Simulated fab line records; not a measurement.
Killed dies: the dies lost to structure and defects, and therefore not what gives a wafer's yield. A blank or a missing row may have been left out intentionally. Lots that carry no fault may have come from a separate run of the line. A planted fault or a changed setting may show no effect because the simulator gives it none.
Chamber matching | flow n5-finfet | N5_HKMG_FIN_ALD_91 on ald-metal-01: 4 sister chambers
The step deposits TiN, target thk 1 nm, pulse time 1 s, purge time 3 s. 4 wafers are shown with their chamber, then 7 later ones without.

== WAFERS WITH THEIR CHAMBER ==
wafer  | chamber | heater-power-w (W)
L083.2 | 3       | 943
L083.3 | 1       | 1038
L083.4 | 2       | 822
L083.5 | 0       | 802

== WAFERS WITH NO CHAMBER GIVEN ==
wafer  | heater-power-w (W)
L083.6 | 1006
L085.2 | 987
L085.3 | 803
L085.6 | 1024
L094.1 | 806
L094.3 | 994
L094.4 | 1013

== WHICH CHAMBER EACH ONE RAN IN ==
wafer  | from the rows above     | in truth
L083.6 | can't be placed: 1 or 3 | 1
L085.2 | can't be placed: 3 or 1 | 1
L085.3 | can't be placed: 0 or 2 | 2
L085.6 | 1                       | 1
L094.1 | can't be placed: 0 or 2 | 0
L094.3 | can't be placed: 1 or 3 | 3
L094.4 | can't be placed: 1 or 3 | 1
Correctly placed: 1 of 7. Not placeable from these rows: 6 (in 6, the candidates include the true chamber). Number placed wrongly: 0.
How it was worked out, from the rows above alone: a wafer's distance from a chamber is the root of the sum, over the readings, of the square of ((its reading less the chamber's mean) divided by the reading's scatter). If the next closest chamber is less than 2 further off than the closest, the wafer can't be placed; otherwise it belongs to the closest. The mean given for a chamber averages the wafers shown for that chamber. The scatter (one wafer shown for each chamber): square how far every hidden wafer sits from the nearest shown wafer, average those squares and take the square root.
